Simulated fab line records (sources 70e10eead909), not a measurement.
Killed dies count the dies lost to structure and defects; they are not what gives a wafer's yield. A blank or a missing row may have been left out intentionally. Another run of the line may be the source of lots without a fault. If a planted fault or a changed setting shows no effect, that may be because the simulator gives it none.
fab line records	flow nand_harc
record lots=6	wafers=18	last_day=24
route steps=1159 shown A_BLC@990 A_M0@994
lots with no fault: from the same line, run without faults
start_h: start of the lot's first displayed wafer, in hours after the record's first day	wait_h: how many hours have passed since the lot's step before this one	" identical to the entry in the row above	L1.1+2: a single row standing in for several wafers	- no value, or no start given	* or withheld: withheld	< > ~ a bound
route shown NAME@n: names a module that has steps shown in the file, with the first one's number in the route	usual: average and standard deviation across the fault-free wafers	same: alike in all rows	chamber/n: place in a boat	sites: readings site by site	_std_site: the standard deviation of these	_edge_site: mean of outer sites minus mean of inner sites	radius_mm: how far each site lies from the wafer's centre	mask NAME#n: copy n	behind: tool/chamber where the wafer was last shaped	hold: cause of the lot's hold/its duration in hours/its outcome	device: the n, p or np transistor that did not switch	end of line: the tests these same wafers got at the end of their route	for a step that has no rows: nothing shown but its recipe	killed: at the first sort, the dies lost to defects and structure; wafer yield is something else	map: per-die view of a wafer (x killed, . not killed, _ where there is no die)
set.NAME: the setting that was run; set.NAME@STEP: the one run at that earlier step	model.NAME: the simulator's own value behind a step, which no gauge read
lots seen at some steps along the route; tables by step, rows by wafer
services: from which hour (start_h, from the record's first day; less than 0 if before it) a tool's chamber was out of use, for how many hours, and why
## steps
# step NHARC_A_BLC_CMP_25
# recipe t_overpolish_s=30	target_thk_nm=150
# usual edge_zone_pressure_frac=1.000/0.005	motor_current_A=12.1/1.2	overpolish_run_s=30.000/0.0085	time_to_endpoint_s=28.6/2.7
lot.wafer	tool	chamber	start_h	wait_h	edge_zone_pressure_frac	motor_current_A	overpolish_run_s	time_to_endpoint_s
L419.3	cmp-01	2	413.31	0.2	1.009	9.8	29.996	26.0
L419.1	"	1	"	"	1.003	14.3	30.002	27.5
L419.6	"	2	"	"	1.001	9.8	29.994	26.6
L420.1	cmp-02	3	421.32	0.4	1.002	12.5	30.003	21.1
L420.3	"	0	"	"	0.992	12.4	30.010	26.9
L420.4	"	1	"	"	1.004	11.9	30.002	25.0
L426.3	cmp-02	3	452.45	0.3	1.004	12.9	30.000	26.0
L426.1	"	0	"	"	1.000	12.0	29.989	30.0
L426.6	"	3	"	"	1.003	11.6	30.001	25.0
L427.1	cmp-02	3	460.83	0.5	0.999	11.9	30.001	29.7
L427.2	"	1	"	"	1.001	13.3	29.998	32.3
L427.5	"	3	"	"	1.002	13.0	29.998	29.6
L432.3	cmp-01	0	511.04	0.4	0.996	11.9	30.012	28.7
L432.1	"	1	"	"	0.997	13.8	29.994	28.4
L432.5	"	3	"	"	1.001	12.4	30.007	29.4
L436.1	cmp-02	2	533.22	0.5	0.997	11.5	29.996	29.5
L436.2	"	3	"	"	1.000	12.2	29.988	26.5
L436.6	"	2	"	"	0.997	11.4	30.001	30.9
# step NHARC_A_BLC_SRD_27
# step NHARC_A_BLC_INSPECT_28
# usual raw_defect_count=457/130
lot.wafer	tool	chamber	start_h	wait_h	raw_defect_count
L419.1	defect_inspect-02	-	413.71	0.1	358
L419.3	"	-	"	"	469
L419.6	"	-	"	"	436
L420.1	defect_inspect-01	-	421.72	0.1	562
L420.3	"	-	"	"	428
L420.4	"	-	"	"	332
L426.1	defect_inspect-01	-	452.83	0.1	462
L426.3	"	-	"	"	764
L426.6	"	-	"	"	501
L427.1	defect_inspect-01	-	461.21	0.1	481
L427.2	"	-	"	"	643
L427.5	"	-	"	"	315
L432.1	defect_inspect-02	-	511.40	0.1	312
L432.3	"	-	"	"	321
L432.5	"	-	"	"	334
L436.1	defect_inspect-01	-	533.63	0.1	536
L436.2	"	-	"	"	611
L436.6	"	-	"	"	416
# step NHARC_A_M0_DEP_00
# recipe target_thk_a=1500	target_thk_nm=150	temp_c=withheld	pressure_torr=5	flow_sccm=200	rf_w=600	material=SiOC
# step NHARC_A_M0_DEHYDRATE_01
# recipe temp_c=150	time_s=120
# step NHARC_A_M0_HMDS_02
# recipe time_s=30
# step NHARC_A_M0_COAT_33
# recipe temp_c=200	time_s=65
# step NHARC_A_M0_COAT_03
# recipe spin_rpm=1500	resist_thk_nm=90
# step NHARC_A_M0_SOFTBAKE_04
# recipe temp_c=105	time_s=55
# step NHARC_A_M0_EBR_05
# step NHARC_A_M0_EXPOSE_06
# recipe na=1.35	target_cd_nm=80	dose_mj=83.25	mask_id=A_M0
# step NHARC_A_M0_PEB_07
# recipe peb_temp_c=100	peb_time_s=65
# usual heater_power_total_W=156.6/0.41	plate_temp_C=100.01/0.15
lot.wafer	tool	chamber	start_h	wait_h	heater_power_total_W	plate_temp_C
L419.1	litho_track-06	0	414.54	0.1	156.3	99.87
L419.3	"	0	"	"	156.7	99.76
L419.6	"	0	"	"	157.0	99.99
L420.1	litho_track-06	0	422.82	0.1	157.1	100.06
L420.3	"	0	"	"	156.5	99.93
L420.4	"	0	"	"	156.1	100.02
L426.1	litho_track-06	0	453.52	0.1	165.3	104.09
L426.3	"	0	"	"	166.2	104.40
L426.6	"	0	"	"	165.6	104.21
L427.1	litho_track-06	0	461.91	0.1	165.7	104.06
L427.2	"	0	"	"	165.9	104.05
L427.5	"	0	"	"	166.3	104.06
L432.1	litho_track-04	0	512.22	0.1	157.2	100.12
L432.3	"	0	"	"	156.1	100.10
L432.5	"	0	"	"	156.1	100.05
L436.1	litho_track-04	0	534.48	0.1	156.1	99.94
L436.2	"	0	"	"	157.1	99.77
L436.6	"	0	"	"	157.0	99.98
# step NHARC_A_M0_DEVELOP_08
# recipe develop_time_s=35	dev_temp_c=23
# step NHARC_A_M0_CD_MEAS_09
# recipe target_cd_nm=80	landing_energy_ev=500
# usual cd_nm=80.3/0.79
lot.wafer	tool	chamber	start_h	wait_h	cd_nm
L419.1	cd_sem-01	0	414.61	-	80.6
L419.3	"	0	"	"	80.6
L419.6	"	0	"	"	80.9
L420.1	cd_sem-01	0	422.90	-	80.1
L420.3	"	0	"	"	79.5
L420.4	"	0	"	"	81.1
L426.1	cd_sem-03	0	453.60	-	96.6
L426.3	"	0	"	"	96.5
L426.6	"	0	"	"	96.1
L427.1	cd_sem-02	0	461.99	-	91.8
L427.2	"	0	"	"	92.8
L427.5	"	0	"	"	92.8
L432.1	cd_sem-01	0	512.30	-	79.6
L432.3	"	0	"	"	80.3
L432.5	"	0	"	"	79.5
L436.1	cd_sem-01	0	534.56	-	80.6
L436.2	"	0	"	"	81.6
L436.6	"	0	"	"	81.4
# step NHARC_A_M0_OVL_MEAS_10
# recipe pitch_nm=160
# usual overlay_x_nm=-0.2/0.89	overlay_y_nm=0.3/0.56
lot.wafer	tool	chamber	start_h	wait_h	overlay_x_nm	overlay_y_nm
L419.1	overlay-01	-	414.70	-	0.8	1.1
L419.3	"	-	"	"	0.8	0.6
L419.6	"	-	"	"	0.4	0.7
L420.1	overlay-01	-	422.98	-	-0.7	0.1
L420.3	"	-	"	"	-0.9	0.5
L420.4	"	-	"	"	-0.8	0.5
L426.1	overlay-02	-	453.69	-	-1.1	0.9
L426.3	"	-	"	"	-0.3	0.6
L426.6	"	-	"	"	-1.1	0.7
L427.1	overlay-01	-	462.08	-	-0.2	0.4
L427.2	"	-	"	"	-0.4	0.3
L427.5	"	-	"	"	0.5	0.5
L432.1	overlay-01	-	512.39	-	-0.4	0.3
L432.3	"	-	"	"	-0.6	0.5
L432.5	"	-	"	"	-0.4	-0.2
L436.1	overlay-01	-	534.65	-	-0.9	0.4
L436.2	"	-	"	"	-1.1	0.9
L436.6	"	-	"	"	-1.0	0.7
# step NHARC_A_M0_INSPECT_11
# usual raw_defect_count=31/14
lot.wafer	tool	chamber	start_h	wait_h	raw_defect_count
L419.1	defect_inspect-02	-	414.74	0.0	38
L419.3	"	-	"	"	25
L419.6	"	-	"	"	25
L420.1	defect_inspect-02	-	423.02	0.0	25
L420.3	"	-	"	"	22
L420.4	"	-	"	"	23
L426.1	defect_inspect-01	-	453.73	0.0	30
L426.3	"	-	"	"	34
L426.6	"	-	"	"	31
L427.1	defect_inspect-01	-	462.12	0.0	23
L427.2	"	-	"	"	34
L427.5	"	-	"	"	36
L432.1	defect_inspect-02	-	512.42	0.0	8
L432.3	"	-	"	"	8
L432.5	"	-	"	"	9
L436.1	defect_inspect-02	-	534.69	0.0	69
L436.2	"	-	"	"	70
L436.6	"	-	"	"	84
# step NHARC_A_M0_DESCUM_14
# recipe time_s=3	o2_flow_sccm=200	ar_flow_sccm=0	bias_power_w=0	chemistry=O2
# usual drypump_motor_current_A=5.7/0.32	o2_flow_sccm=200.0/0.61	oes_product_au=0.995/0.0093	rf_vpp_V=58.0/0.87	showerhead_plenum_p_Torr=1.96/0.082	throttle_valve_pct=11.311/0.0092
lot.wafer	tool	chamber	start_h	wait_h	drypump_motor_current_A	o2_flow_sccm	oes_product_au	rf_hours_counter_h	rf_vpp_V	showerhead_plenum_p_Torr	throttle_valve_pct	model.A_M0.cd_nm
L419.3	rie_diel-02	3	414.81	0.1	5.7	199.5	0.989	4	58.2	1.90	11.329	81.15
L419.1	"	0	"	"	6.2	200.5	1.002	4	57.0	1.99	11.309	81.24
L419.6	"	3	"	"	5.7	199.1	0.987	-	57.7	1.90	11.305	81.61
L420.3	rie_diel-07	1	423.08	0.1	5.3	200.6	0.991	0	59.8	2.05	11.308	78.95
L420.1	"	3	"	"	5.4	199.0	0.991	0	58.0	1.81	11.309	81.04
L420.4	"	0	"	"	5.8	200.9	1.000	0	59.9	1.94	11.315	80.23
L426.1	rie_diel-10	1	453.80	0.1	5.9	200.5	0.990	8	57.9	2.04	11.304	96.59
L426.3	"	2	"	"	6.3	200.3	0.986	7	57.3	2.05	11.302	96.15
L426.6	"	2	"	"	6.3	199.8	0.982	-	58.3	2.05	11.324	96.23
L427.1	rie_diel-10	2	462.18	0.1	6.3	199.6	0.996	8	57.9	2.05	11.334	92.38
L427.2	"	0	"	"	5.6	199.8	1.006	9	57.6	1.83	11.307	92.88
L427.5	"	2	"	"	6.3	200.6	0.990	-	58.6	2.05	11.313	93.59
L432.1	rie_diel-07	3	512.49	0.1	5.4	200.7	0.996	6	57.6	1.81	11.311	80.48
L432.3	"	1	"	"	5.3	200.2	0.986	7	59.9	2.05	11.314	79.92
L432.5	"	3	"	"	5.4	199.8	0.994	-	57.8	1.81	11.311	80.23
L436.1	rie_diel-07	3	534.76	0.1	5.4	199.3	0.983	7	55.3	1.81	11.307	81.96
L436.2	"	0	"	"	5.8	200.2	0.995	8	56.8	1.94	11.317	81.1
L436.6	"	0	"	"	5.8	200.3	0.986	-	57.9	1.94	11.312	81.59
# step NHARC_A_M0_ETCH_34
# recipe target_depth_a=400	overetch_a=120	time_s=43.94	ion_energy_ev=200	n2_flow_sccm=150	h2_flow_sccm=150	ar_flow_sccm=0	rf_w=400	bias_w=150	chemistry=N2/H2
# usual drypump_motor_current_A=5.7/0.31	oes_product_au=0.996/0.01	rf_vpp_V=431.6/2.5	showerhead_plenum_p_Torr=2.09/0.09	throttle_valve_pct=14.171/0.0094
lot.wafer	tool	chamber	start_h	wait_h	drypump_motor_current_A	oes_product_au	rf_hours_counter_h	rf_vpp_V	showerhead_plenum_p_Torr	throttle_valve_pct
L419.1	rie_diel-02	1	414.89	0.1	5.6	1.001	5	431.3	2.07	14.174
L419.3	"	0	"	"	6.2	1.014	4	432.2	2.13	14.160
L419.6	"	1	"	"	5.6	1.008	-	432.0	2.07	14.159
L420.4	rie_diel-07	0	423.17	0.1	5.8	0.999	0	431.4	2.07	14.175
L420.3	"	1	"	"	5.2	1.005	0	433.1	2.19	14.166
L420.1	"	2	"	"	5.4	1.002	0	435.2	2.20	14.176
L426.3	rie_diel-10	2	453.89	0.1	6.3	0.996	7	433.5	2.19	14.178
L426.1	"	0	"	"	5.7	1.001	8	426.8	1.94	14.168
L426.6	"	1	"	"	5.9	1.005	-	433.8	2.18	14.170
L427.2	rie_diel-10	1	462.27	0.1	5.9	1.006	9	434.3	2.18	14.174
L427.1	"	2	"	"	6.3	1.000	8	434.1	2.19	14.173
L427.5	"	0	"	"	5.6	1.013	-	427.9	1.94	14.180
L432.3	rie_diel-07	3	512.57	0.1	5.4	1.001	6	427.1	1.93	14.169
L432.1	"	2	"	"	5.4	0.990	7	434.1	2.20	14.163
L432.5	"	3	"	"	5.4	0.992	-	427.6	1.93	14.179
L436.2	rie_diel-07	0	534.86	0.1	5.8	1.000	8	432.5	2.06	14.164
L436.1	"	2	"	"	5.4	0.993	8	435.8	2.20	14.185
L436.6	"	0	"	"	5.8	1.004	-	431.2	2.06	14.190
# step NHARC_A_M0_ETCH_15
# recipe target_depth_a=1500	overetch_a=150	time_s=82.5	c4f8_flow_sccm=withheld	ar_flow_sccm=400	rf_w=600	bias_w=300	chemistry=C4F8/Ar
# usual oes_product_au=0.948/0.021	rf_vpp_V=442.3/2.6
lot.wafer	tool	chamber	start_h	wait_h	oes_product_au	rf_hours_counter_h	rf_vpp_V	model.A_M0.cd_nm
L419.1	rie_diel-02	0	-	-	0.927	4	441.0	81.27
L419.3	"	1	"	"	0.925	5	442.2	80.93
L419.6	"	0	"	"	0.922	-	442.0	81.55
L420.4	rie_diel-07	3	-	-	0.972	0	437.7	80.17
L420.1	"	1	"	"	0.962	0	445.8	81.39
L420.3	"	2	"	"	0.967	0	444.4	78.72
L426.1	rie_diel-10	1	-	-	0.914	8	444.6	95.8
L426.3	"	0	"	"	0.924	8	438.3	96.08
L426.6	"	0	"	"	0.917	-	438.1	95.93
L427.2	rie_diel-10	2	-	-	0.912	8	443.5	92.66
L427.1	"	3	"	"	0.920	7	444.8	91.86
L427.5	"	2	"	"	0.915	-	445.4	93.11
L432.3	rie_diel-07	3	-	-	0.917	6	437.3	79.54
L432.1	"	0	"	"	0.925	6	441.4	80.84
L432.5	"	2	"	"	0.916	-	443.4	79.91
L436.1	rie_diel-07	3	-	-	0.942	7	435.5	82.31
L436.2	"	2	"	"	0.946	8	445.6	81.09
L436.6	"	2	"	"	0.961	-	445.7	81.58
# step NHARC_A_M0_CD_MEAS_16
# usual cd_nm=80.5/0.98
lot.wafer	tool	chamber	start_h	wait_h	cd_nm
L419.1	cd_sem-02	-	415.10	-	81.2
L419.3	"	-	"	"	81.3
L419.6	"	-	"	"	81.4
L420.1	cd_sem-03	-	423.38	-	81.5
L420.3	"	-	"	"	78.5
L420.4	"	-	"	"	80.3
L426.1	cd_sem-03	-	454.13	-	96.1
L426.3	"	-	"	"	96.2
L426.6	"	-	"	"	96.0
L427.1	cd_sem-03	-	462.48	-	91.8
L427.2	"	-	"	"	92.5
L427.5	"	-	"	"	93.3
L432.1	cd_sem-02	-	512.78	-	80.9
L432.3	"	-	"	"	79.8
L432.5	"	-	"	"	79.6
L436.1	cd_sem-03	-	535.16	-	82.0
L436.2	"	-	"	"	81.4
L436.6	"	-	"	"	81.6
## services
tool	chamber	start_h	hours	kind
rie_diel-07	-	390.12	0.7	repair
rie_diel-07	-	405.20	9.0	pm
rie_diel-07	0	405.20	9.0	vent_cycle
rie_diel-07	1	405.20	9.0	vent_cycle
rie_diel-07	2	405.20	9.0	vent_cycle
rie_diel-07	3	405.20	9.0	vent_cycle
cmp-01	-	408.23	0.9	repair
rie_diel-07	0	414.20	-	clean
rie_diel-07	1	414.20	-	clean
cmp-02	-	422.50	4.0	pm
cmp-01	-	429.98	2.0	repair
rie_diel-02	-	442.66	0.3	repair
rie_diel-10	3	450.96	8.2	repair
rie_diel-02	1	453.80	2.2	repair
litho_track-06	-	467.00	7.0	pm
cmp-01	-	473.50	4.0	pm
rie_diel-10	1	477.99	6.5	repair
litho_track-04	-	491.00	7.0	pm
rie_diel-02	-	504.70	9.0	pm
cmp-02	-	520.53	4.0	pm
rie_diel-10	2	526.71	3.1	repair
rie_diel-02	-	526.79	0.5	repair
rie_diel-10	-	530.50	9.0	pm
rie_diel-07	1	531.50	4.5	repair
## key
first_sign step=NHARC_A_M0_PEB_07	reading=plate_temp_C	direction=up	sigmas=27	usual=*	struck=*
effect step=NHARC_A_M0_PEB_07	reading=heater_power_total_W	direction=up	sigmas=22	usual=*	struck=*
effect step=NHARC_A_M0_CD_MEAS_09	reading=cd_nm	direction=up	sigmas=18	usual=80.3	struck=94.4	through=control_loop
effect step=NHARC_A_M0_CD_MEAS_16	reading=cd_nm	direction=up	sigmas=14	usual=80.5	struck=94.3	through=control_loop
model_effect step=NHARC_A_M0_DESCUM_14	value=A_M0.cd_nm	without=81.3	struck=94.64
model_effect step=NHARC_A_M0_ETCH_15	value=A_M0.cd_nm	without=80.9	struck=94.24
met_at NHARC_A_M0_PEB_07
struck_wafers L426.1,L426.3,L426.6,L427.1,L427.2,L427.5
later_rows_left_out L426.1,L426.3,L426.6
sort_left_out L426.1,L426.3,L426.6,L427.1,L427.2,L427.5
loop_trim step=NHARC_A_M0_EXPOSE_06	setting=dose	lots=L427
onset_between 422.82 453.52
fault kind=process_parameter_drift	tool=litho_track-06	chamber=-	onset_h=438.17	steps=NHARC_A_M0_PEB_07	channel=peb_temp_c	offset=*	shape=step	end_h=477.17	acts_in=*	stated=*
# sort_left_out: the simulated sort isn't trusted on such a fault, so these wafers' sort isn't shown, and their yield isn't known
# later_rows_left_out: the simulator's readings of these wafers behind a module that went badly wrong aren't trusted and aren't shown, but for the sort
# loop_trim: a control loop set the setting to another value than it would have without faults
